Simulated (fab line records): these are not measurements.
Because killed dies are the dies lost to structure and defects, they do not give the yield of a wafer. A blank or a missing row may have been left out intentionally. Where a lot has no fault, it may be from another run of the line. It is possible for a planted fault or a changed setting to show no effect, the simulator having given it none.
fab line records    flow nand-harc    part 1 of 2: steps 1 to 4 of 6
[record] lots = 22  wafers = 66  last-day = 24
route steps=1159 shown A_STAIRCASE@549
lots untouched by any fault: they come from a run of this same line in which no faults occurred
start-h: hours from the record's opening day to when the first of the lot's shown wafers began    wait-h: hours from the lot's prior step to this one    " as in the row above    L1.1+2: several wafers, shown together as one row    - either no value or no given start    * or withheld: withheld    < > ~ a bound
route shown NAME@n: names a module that has steps shown in the file, with the first one's number in the route    usual: mean/standard deviation of fault-free wafers    same: alike in all rows    chamber/n: place in a boat    sites: each site's reading    _std_site: standard deviation across them    _edge_site: mean of outer sites minus mean of inner sites    radius-mm: for every site, how far away it sits from the centre of the wafer    mask NAME#n: copy n    behind: the tool/chamber that last shaped the wafer    hold: cause of the lot's hold/its duration in hours/its outcome    device: whichever transistor did not switch (one of n, p or np)    end of line: at the end of the route, the tests of the same wafers    for a step that has no rows: nothing shown but its recipe    killed: not the wafer's yield, but the dies lost to structure and defects at the first sort    map: a wafer's dies, x killed, . not, _ none there
set.NAME: the setting the step ran with; set.NAME@STEP: the setting that earlier step ran with    model.NAME: the simulator's own value behind a step, which no gauge read
route steps across a sampled set of lots; one table per step, one row per wafer
services: when a tool's chamber went out of use (start-h, in hours from the record's first day, below 0 if earlier), for how many hours, and the reason
[[steps]]
[step NHARC_A_STAIRCASE_ETCH_13]
[recipe] target-depth-a = 1000  time-s = 40.5  ion-energy-ev = 400  c4f8-flow-sccm = 20  o2-flow-sccm = 10  ar-flow-sccm = withheld  rf-w = 600  bias-w = 1000  chemistry = C4F8/O2
[usual] chamber-pressure-mTorr = 24.997/0.022  oes-product-au = 0.938/0.014  rf-vpp-V = 896/5.7
lot.wafer  tool         chamber  start-h  wait-h  chamber-pressure-mTorr  oes-product-au  rf-hours-counter-h  rf-vpp-V
L074.4     rie-diel-08  2        -        -       24.974                  0.942           32                  889
L074.2     "            0        "        "       24.958                  0.954           35                  902
L074.5     "            2        "        "       24.973                  0.945           -                   888
L075.4     rie-diel-12  2        -        -       25.011                  0.940           13                  891
L075.3     "            1        "        "       24.999                  0.942           13                  895
L075.6     "            2        "        "       24.955                  0.935           -                   891
L076.4     rie-diel-06  2        -        -       25.020                  0.943           0                   902
L076.2     "            3        "        "       24.992                  0.939           0                   905
L076.5     "            3        "        "       24.988                  0.941           -                   904
L078.3     rie-diel-08  0        -        -       24.999                  0.931           39                  900
L078.4     "            1        "        "       25.004                  0.928           47                  895
L078.5     "            0        "        "       24.984                  0.928           -                   901
L077.4     rie-diel-06  3        -        -       24.986                  0.936           3                   905
L077.2     "            0        "        "       25.006                  0.944           4                   898
L077.1     "            2        "        "       25.001                  0.941           3                   901
L081.3     rie-diel-06  3        -        -       24.985                  0.942           7                   903
L081.2     "            0        "        "       24.995                  0.959           8                   898
L081.6     "            2        "        "       25.014                  0.937           -                   902
L079.1     rie-diel-12  0        -        -       25.022                  0.954           24                  901
L079.5     "            2        "        "       25.019                  0.917           -                   890
L079.6     "            3        "        "       25.008                  0.944           -                   897
L082.3     rie-diel-08  2        -        -       24.992                  0.935           58                  889
L082.4     "            0        "        "       24.994                  0.935           51                  901
L082.6     "            2        "        "       24.995                  0.935           -                   888
L083.1     rie-diel-08  1        -        -       25.011                  0.933           59                  896
L083.3     "            3        "        "       24.974                  0.941           59                  890
L083.5     "            1        "        "       24.972                  0.936           -                   895
L084.3     rie-diel-08  3        -        -       24.993                  0.920           63                  890
L084.1     "            2        "        "       25.009                  0.934           63                  888
L084.6     "            0        "        "       24.989                  0.928           -                   899
L086.2     rie-diel-06  3        -        -       25.035                  0.925           18                  905
L086.4     "            0        "        "       25.018                  0.918           20                  897
L086.6     "            1        "        "       24.986                  0.932           -                   888
L085.3     rie-diel-06  3        -        -       25.001                  0.910           18                  904
L085.4     "            0        "        "       24.986                  0.925           20                  896
L085.5     "            0        "        "       24.971                  0.926           -                   898
L088.4     rie-diel-06  3        -        -       25.005                  0.919           23                  904
L088.1     "            1        "        "       24.992                  0.915           27                  888
L088.5     "            2        "        "       24.993                  0.923           -                   902
L087.2     rie-diel-12  1        -        -       25.014                  0.953           42                  894
L087.5     "            0        "        "       25.028                  0.950           -                   902
L087.6     "            1        "        "       25.025                  0.963           -                   895
L089.4     rie-diel-12  1        -        -       25.048                  0.960           46                  895
L089.1     "            2        "        "       24.978                  0.939           45                  889
L089.2     "            0        "        "       25.011                  0.961           42                  901
L090.2     rie-diel-12  1        -        -       25.021                  0.923           46                  894
L090.1     "            2        "        "       24.968                  0.930           45                  890
L090.6     "            2        "        "       25.042                  0.925           -                   891
L091.1     rie-diel-06  2        -        -       24.954                  0.950           33                  902
L091.2     "            0        "        "       25.030                  0.935           31                  898
L091.5     "            2        "        "       24.984                  0.960           -                   901
L093.1     rie-diel-06  0        -        -       24.984                  0.924           33                  897
L093.2     "            1        "        "       24.935                  0.921           36                  888
L093.6     "            0        "        "       25.009                  0.918           -                   895
L094.1     rie-diel-12  1        -        -       24.996                  0.918           53                  893
L094.5     "            1        "        "       24.977                  0.930           -                   894
L094.6     "            2        "        "       24.993                  0.918           -                   891
L095.4     rie-diel-08  1        -        -       25.004                  0.944           16                  894
L095.1     "            3        "        "       24.961                  0.969           16                  888
L095.5     "            1        "        "       24.988                  0.939           -                   897
L096.2     rie-diel-06  0        -        -       24.991                  0.956           37                  898
L096.4     "            2        "        "       25.003                  0.946           40                  901
L096.6     "            1        "        "       25.034                  0.970           -                   887
L097.2     rie-diel-12  0        -        -       25.034                  0.933           54                  901
L097.4     "            1        "        "       25.008                  0.958           56                  894
L097.1     "            2        "        "       24.999                  0.961           56                  891
[step NHARC_A_STAIRCASE_ETCH_23]
[recipe] target-depth-a = 1000  time-s = 40.5  ion-energy-ev = 400  c4f8-flow-sccm = 20  o2-flow-sccm = 10  ar-flow-sccm = withheld  rf-w = 600  bias-w = 1000  chemistry = C4F8/O2
[usual] chamber-pressure-mTorr = 25.000/0.023  oes-product-au = 0.944/0.011  rf-vpp-V = 896/5.9
lot.wafer  tool         chamber  start-h  wait-h  chamber-pressure-mTorr  oes-product-au  rf-hours-counter-h  rf-vpp-V
L074.2     rie-diel-06  1        -        -       25.001                  0.941           55                  888
L074.4     "            2        "        "       24.974                  0.960           56                  902
L074.5     "            2        "        "       25.010                  0.949           -                   904
L075.3     rie-diel-08  3        -        -       24.959                  0.940           41                  889
L075.4     "            1        "        "       24.966                  0.942           -                   895
L075.6     "            2        "        "       25.020                  0.948           -                   889
L076.2     rie-diel-06  3        -        -       25.004                  0.932           2                   906
L076.4     "            2        "        "       25.036                  0.935           2                   903
L076.5     "            3        "        "       25.001                  0.932           -                   905
L078.3     rie-diel-06  3        -        -       24.973                  0.950           4                   905
L078.4     "            2        "        "       24.998                  0.953           4                   902
L078.5     "            0        "        "       25.038                  0.944           -                   898
L077.2     rie-diel-08  2        -        -       25.002                  0.939           48                  889
L077.1     "            3        "        "       25.009                  0.947           48                  889
L077.4     "            1        "        "       24.982                  0.937           48                  896
L081.2     rie-diel-08  3        -        -       24.950                  0.956           52                  889
L081.3     "            0        "        "       24.991                  0.953           43                  902
L081.6     "            3        "        "       24.988                  0.957           -                   889
L079.1     rie-diel-06  1        -        -       24.994                  0.930           9                   888
L079.5     "            0        "        "       25.008                  0.922           -                   895
L079.6     "            1        "        "       25.040                  0.932           -                   888
L082.3     rie-diel-06  3        -        -       24.987                  0.963           12                  904
L082.4     "            1        "        "       24.940                  0.941           14                  888
L082.6     "            0        "        "       25.003                  0.954           -                   898
L083.1     rie-diel-08  2        -        -       24.992                  0.949           60                  888
L083.3     "            0        "        "       25.009                  0.954           52                  901
L083.5     "            2        "        "       24.975                  0.946           -                   888
L084.1     rie-diel-12  0        -        -       25.005                  0.945           33                  901
L084.3     "            1        "        "       25.045                  0.939           36                  894
L084.6     "            2        "        "       24.991                  0.935           -                   890
L086.4     rie-diel-12  1        -        -       25.015                  0.943           39                  895
L086.2     "            0        "        "       24.967                  0.944           36                  901
L086.6     "            2        "        "       25.004                  0.930           -                   890
L085.3     rie-diel-06  2        -        -       24.985                  0.943           22                  903
L085.4     "            0        "        "       25.015                  0.938           21                  896
L085.5     "            2        "        "       24.999                  0.936           -                   904
L088.1     rie-diel-06  0        -        -       25.022                  0.948           25                  897
L088.4     "            2        "        "       24.994                  0.949           26                  901
L088.5     "            1        "        "       25.003                  0.949           -                   888
L087.2     rie-diel-12  3        -        -       24.995                  0.959           39                  897
L087.5     "            3        "        "       25.031                  0.951           -                   897
L087.6     "            0        "        "       25.017                  0.938           -                   903
L089.1     rie-diel-06  2        -        -       24.987                  0.962           31                  903
L089.2     "            3        "        "       24.977                  0.974           28                  904
L089.4     "            0        "        "       25.013                  0.955           29                  897
L090.1     rie-diel-12  1        -        -       24.967                  0.952           47                  895
L090.2     "            2        "        "       25.042                  0.936           46                  890
L090.6     "            0        "        "       24.987                  0.942           -                   903
L091.1     rie-diel-06  0        -        -       25.016                  0.944           31                  897
L091.2     "            2        "        "       25.022                  0.954           33                  902
L091.5     "            0        "        "       25.010                  0.940           -                   897
L093.2     rie-diel-06  2        -        -       25.033                  0.946           37                  900
L093.1     "            3        "        "       25.010                  0.953           34                  904
L093.6     "            1        "        "       24.976                  0.941           -                   888
L094.1     rie-diel-12  0        -        -       25.026                  0.938           51                  901
L094.6     "            1        "        "       25.006                  0.952           -                   893
L094.5     "            2        "        "       25.011                  0.947           -                   890
L095.1     rie-diel-06  2        -        -       24.977                  0.970           40                  900
L095.4     "            0        "        "       24.977                  0.958           37                  896
L095.5     "            2        "        "       24.986                  0.960           -                   902
L096.4     rie-diel-12  3        -        -       24.984                  0.928           54                  895
L096.2     "            1        "        "       25.021                  0.934           56                  895
L096.6     "            3        "        "       25.030                  0.925           -                   896
L097.2     rie-diel-06  3        -        -       24.989                  0.929           39                  905
L097.1     "            0        "        "       25.018                  0.927           39                  897
L097.4     "            1        "        "       24.988                  0.942           41                  887
[step NHARC_A_STAIRCASE_ETCH_25]
[recipe] target-depth-a = 1000  time-s = 40.5  ion-energy-ev = 400  c4f8-flow-sccm = 20  o2-flow-sccm = 10  ar-flow-sccm = withheld  rf-w = 600  bias-w = 1000  chemistry = C4F8/O2
[usual] chamber-pressure-mTorr = 25.003/0.024  oes-product-au = 0.945/0.0089  rf-vpp-V = 896/5.9
lot.wafer  tool         chamber  start-h  wait-h  chamber-pressure-mTorr  oes-product-au  rf-hours-counter-h  rf-vpp-V
L074.4     rie-diel-06  1        -        -       24.989                  0.930           58                  888
L074.2     "            0        "        "       24.996                  0.939           57                  898
L074.5     "            1        "        "       24.969                  0.926           -                   889
L075.3     rie-diel-08  1        -        -       24.992                  0.949           41                  896
L075.4     "            3        "        "       24.978                  0.950           -                   889
L075.6     "            1        "        "       24.976                  0.952           -                   897
L076.4     rie-diel-06  0        -        -       25.011                  0.929           3                   899
L076.2     "            1        "        "       24.990                  0.932           3                   887
L076.5     "            1        "        "       25.028                  0.935           -                   888
L078.3     rie-diel-06  1        -        -       25.000                  0.932           5                   889
L078.4     "            3        "        "       25.003                  0.955           4                   904
L078.5     "            2        "        "       25.035                  0.946           -                   902
L077.1     rie-diel-08  1        -        -       24.993                  0.944           48                  895
L077.2     "            3        "        "       25.006                  0.956           48                  889
L077.4     "            0        "        "       24.997                  0.955           40                  901
L081.2     rie-diel-08  1        -        -       24.992                  0.947           51                  897
L081.3     "            2        "        "       24.990                  0.966           51                  889
L081.6     "            0        "        "       24.986                  0.951           -                   901
L079.1     rie-diel-06  3        -        -       25.046                  0.939           9                   904
L079.6     "            0        "        "       24.974                  0.941           -                   897
L079.5     "            1        "        "       25.002                  0.936           -                   889
L082.3     rie-diel-06  1        -        -       25.036                  0.945           14                  888
L082.4     "            2        "        "       25.037                  0.946           14                  902
L082.6     "            1        "        "       25.023                  0.939           -                   886
L083.3     rie-diel-08  3        -        -       24.962                  0.947           60                  891
L083.1     "            0        "        "       25.026                  0.942           52                  900
L083.5     "            0        "        "       25.020                  0.950           -                   899
L084.1     rie-diel-12  2        -        -       25.005                  0.946           35                  890
L084.3     "            3        "        "       25.029                  0.967           32                  896
L084.6     "            3        "        "       24.966                  0.953           -                   897
L086.2     rie-diel-12  2        -        -       24.992                  0.944           37                  891
L086.4     "            1        "        "       25.004                  0.947           39                  895
L086.6     "            2        "        "       24.991                  0.950           -                   890
L085.4     rie-diel-06  3        -        -       25.007                  0.942           20                  905
L085.3     "            0        "        "       24.992                  0.940           22                  898
L085.5     "            2        "        "       24.955                  0.949           -                   901
L088.1     rie-diel-06  1        -        -       25.017                  0.935           27                  887
L088.4     "            3        "        "       25.006                  0.932           24                  905
L088.5     "            1        "        "       25.008                  0.944           -                   890
L087.2     rie-diel-12  3        -        -       24.970                  0.942           40                  896
L087.6     "            2        "        "       24.976                  0.940           -                   890
L087.5     "            3        "        "       25.055                  0.951           -                   896
L089.4     rie-diel-06  3        -        -       25.046                  0.953           28                  905
L089.1     "            0        "        "       25.001                  0.941           29                  897
L089.2     "            1        "        "       24.997                  0.940           32                  887
L090.1     rie-diel-12  0        -        -       24.997                  0.940           44                  903
L090.2     "            3        "        "       25.037                  0.933           44                  896
L090.6     "            0        "        "       25.022                  0.935           -                   902
L091.2     rie-diel-06  1        -        -       25.026                  0.929           34                  887
L091.1     "            3        "        "       25.024                  0.946           31                  905
L091.5     "            1        "        "       24.988                  0.934           -                   887
L093.1     rie-diel-06  1        -        -       25.008                  0.954           37                  888
L093.2     "            3        "        "       24.993                  0.944           34                  904
L093.6     "            1        "        "       25.029                  0.943           -                   887
L094.1     rie-diel-12  3        -        -       25.013                  0.938           52                  897
L094.5     "            1        "        "       25.010                  0.964           -                   894
L094.6     "            2        "        "       24.965                  0.957           -                   889
L095.4     rie-diel-06  1        -        -       25.018                  0.936           40                  887
L095.1     "            3        "        "       24.990                  0.945           37                  903
L095.5     "            1        "        "       24.985                  0.942           -                   887
L096.4     rie-diel-12  3        -        -       25.037                  0.942           54                  895
L096.2     "            0        "        "       24.969                  0.938           54                  901
L096.6     "            3        "        "       25.005                  0.940           -                   897
L097.4     rie-diel-06  3        -        -       25.002                  0.937           42                  905
L097.1     "            0        "        "       24.983                  0.954           41                  898
L097.2     "            1        "        "       25.013                  0.950           44                  889
[step NHARC_A_STAIRCASE_TRIM_200]
[recipe] time-s = 211.2  o2-flow-sccm = 500  ar-flow-sccm = 0  bias-w = 0  chemistry = O2
[usual] chamber-pressure-mTorr = 60.00/0.049  drypump-motor-current-A = 5.7/0.4  mfc-ar-sccm = 0.007/0.0092  oes-product-au = 1.002/0.0069  rf-vpp-V = 57.7/0.89  showerhead-plenum-p-Torr = 3.51/0.16  throttle-valve-pct = 17.036/0.01
lot.wafer  tool         chamber  start-h  wait-h  chamber-pressure-mTorr  drypump-motor-current-A  mfc-ar-sccm  oes-product-au  rf-hours-counter-h  rf-vpp-V  showerhead-plenum-p-Torr  throttle-valve-pct
L074.4     rie-diel-08  3        -        -       60.03                   4.9                      0            1.006           37                  57.0      3.36                      17.041
L074.2     "            0        "        "       59.97                   6.0                      0.028        1.008           37                  58.6      3.66                      17.032
L074.5     "            2        "        "       60.03                   5.7                      0            0.993           -                   56.3      3.32                      17.037
L075.3     rie-diel-12  0        -        -       60.05                   6.1                      0            1.009           12                  58.2      3.70                      17.042
L075.4     "            2        "        "       60.00                   5.2                      0.017        1.007           15                  56.3      3.39                      17.022
L075.6     "            0        "        "       59.94                   6.1                      0            1.012           -                   57.3      3.70                      17.026
L076.4     rie-diel-08  1        -        -       60.00                   5.8                      0.002        0.996           47                  56.9      3.52                      17.033
L076.2     "            2        "        "       60.08                   5.7                      0            1.009           47                  56.5      3.32                      17.022
L076.5     "            0        "        "       59.91                   6.0                      0.028        1.009           -                   57.7      3.65                      17.048
L077.4     rie-diel-06  2        -        -       60.10                   5.8                      0.006        1.007           5                   56.2      3.71                      17.027
L077.2     "            0        "        "       60.06                   5.6                      0.010        1.002           6                   58.5      3.58                      17.038
L077.1     "            1        "        "       60.07                   6.4                      0.021        1.003           6                   57.9      3.31                      17.032
L078.3     rie-diel-08  2        -        -       60.03                   5.7                      0            1.008           50                  57.8      3.31                      17.042
L078.4     "            1        "        "       60.03                   5.8                      0.002        1.007           50                  57.1      3.52                      17.044
L078.5     "            3        "        "       60.05                   4.8                      0            1.000           -                   57.0      3.35                      17.032
L081.3     rie-diel-08  1        -        -       60.00                   5.8                      0.002        1.004           54                  57.7      3.52                      17.041
L081.2     "            2        "        "       59.99                   5.7                      0            0.999           53                  57.9      3.31                      17.048
L081.6     "            1        "        "       59.97                   5.8                      0.002        0.996           -                   56.9      3.52                      17.043
L079.1     rie-diel-06  1        -        -       59.94                   6.4                      0.021        0.997           10                  56.2      3.31                      17.042
L079.6     "            1        "        "       59.90                   6.4                      0.021        0.999           -                   58.3      3.31                      17.044
L079.5     "            2        "        "       60.03                   5.8                      0.006        1.003           -                   58.8      3.70                      17.029
L082.4     rie-diel-08  2        -        -       60.00                   5.7                      0            1.011           61                  57.6      3.31                      17.059
L082.3     "            1        "        "       59.93                   5.8                      0.002        1.009           61                  57.4      3.52                      17.050
L082.6     "            3        "        "       60.04                   4.9                      0            0.996           -                   58.4      3.34                      17.038
L083.1     rie-diel-12  0        -        -       60.03                   6.2                      0            1.014           30                  58.3      3.69                      17.043
L083.3     "            1        "        "       59.91                   6.1                      0.009        1.005           33                  58.1      3.48                      17.050
L083.5     "            0        "        "       60.00                   6.2                      0            0.992           -                   57.5      3.69                      17.057
L084.1     rie-diel-06  3        -        -       60.04                   5.5                      0            0.996           17                  58.8      3.76                      17.023
L084.3     "            1        "        "       59.93                   6.4                      0.021        1.000           21                  57.0      3.31                      17.041
L084.6     "            3        "        "       60.01                   5.5                      0            1.007           -                   58.4      3.76                      17.022
L086.2     rie-diel-06  3        -        -       59.96                   5.5                      0            1.003           21                  58.9      3.76                      17.033
L086.4     "            1        "        "       60.01                   6.4                      0.021        1.002           24                  56.1      3.30                      17.047
L086.6     "            3        "        "       59.94                   5.5                      0            0.999           -                   58.8      3.76                      17.034
L085.3     rie-diel-08  2        -        -       59.95                   5.7                      0            0.994           2                   56.9      3.31                      17.027
L085.4     "            3        "        "       59.98                   4.9                      0            0.994           2                   57.0      3.34                      17.036
L085.5     "            3        "        "       60.00                   4.8                      0            1.004           -                   57.1      3.34                      17.013
L088.4     rie-diel-06  2        -        -       60.09                   5.8                      0.006        0.989           30                  58.0      3.69                      17.016
L088.1     "            3        "        "       60.10                   5.6                      0            0.994           27                  58.8      3.76                      17.026
L088.5     "            3        "        "       59.97                   5.5                      0            1.001           -                   59.1      3.76                      17.015
L087.2     rie-diel-08  2        -        -       60.01                   5.7                      0            1.015           6                   57.1      3.30                      17.044
L087.5     "            1        "        "       60.14                   5.8                      0.002        1.003           -                   58.2      3.51                      17.043
L087.6     "            2        "        "       60.03                   5.7                      0            0.999           -                   57.6      3.30                      17.037
L089.1     rie-diel-06  3        -        -       59.99                   5.5                      0            0.999           30                  60.2      3.76                      17.023
L089.2     "            0        "        "       60.01                   5.7                      0.010        1.001           30                  57.5      3.57                      17.027
L089.4     "            1        "        "       59.96                   6.4                      0.021        0.997           33                  56.6      3.30                      17.033
L090.2     rie-diel-12  2        -        -       60.05                   5.2                      0.017        0.992           47                  55.5      3.37                      17.032
L090.1     "            3        "        "       59.93                   5.7                      0            1.007           44                  57.5      3.52                      17.025
L090.6     "            2        "        "       60.09                   5.2                      0.017        0.993           -                   58.9      3.37                      17.040
L091.1     rie-diel-12  3        -        -       59.97                   5.8                      0            0.996           49                  58.4      3.52                      17.039
L091.2     "            2        "        "       59.94                   5.2                      0.017        1.001           51                  58.0      3.37                      17.029
L091.5     "            3        "        "       60.02                   5.8                      0            0.993           -                   58.2      3.52                      17.028
L093.2     rie-diel-08  2        -        -       59.95                   5.7                      0            1.006           15                  57.4      3.30                      17.055
L093.1     "            3        "        "       59.95                   4.9                      0            1.004           15                  56.9      3.33                      17.029
L093.6     "            2        "        "       60.02                   5.7                      0            1.000           -                   57.4      3.30                      17.035
L094.1     rie-diel-08  0        -        -       60.09                   6.0                      0.028        1.005           17                  58.0      3.64                      17.026
L094.6     "            1        "        "       60.04                   5.8                      0.002        1.019           -                   56.0      3.51                      17.038
L094.5     "            2        "        "       60.00                   5.7                      0            1.000           -                   58.2      3.30                      17.048
L095.1     rie-diel-08  1        -        -       60.05                   5.8                      0.002        0.998           18                  58.5      3.51                      17.018
L095.4     "            3        "        "       59.97                   4.9                      0            1.012           17                  57.1      3.33                      17.023
L095.5     "            1        "        "       59.97                   5.8                      0.002        1.005           -                   57.4      3.51                      17.028
L096.2     rie-diel-08  3        -        -       60.04                   4.9                      0            1.001           18                  57.4      3.33                      17.049
L096.4     "            1        "        "       60.00                   5.8                      0.002        0.999           19                  56.4      3.51                      17.032
L096.6     "            3        "        "       59.98                   4.9                      0            1.004           -                   57.4      3.33                      17.039
L097.1     rie-diel-12  3        -        -       60.05                   5.7                      0            1.003           58                  57.9      3.51                      17.057
L097.2     "            0        "        "       60.03                   6.1                      0            0.997           57                  57.1      3.68                      17.039
L097.4     "            1        "        "       59.95                   6.0                      0.009        1.010           60                  58.9      3.47                      17.027
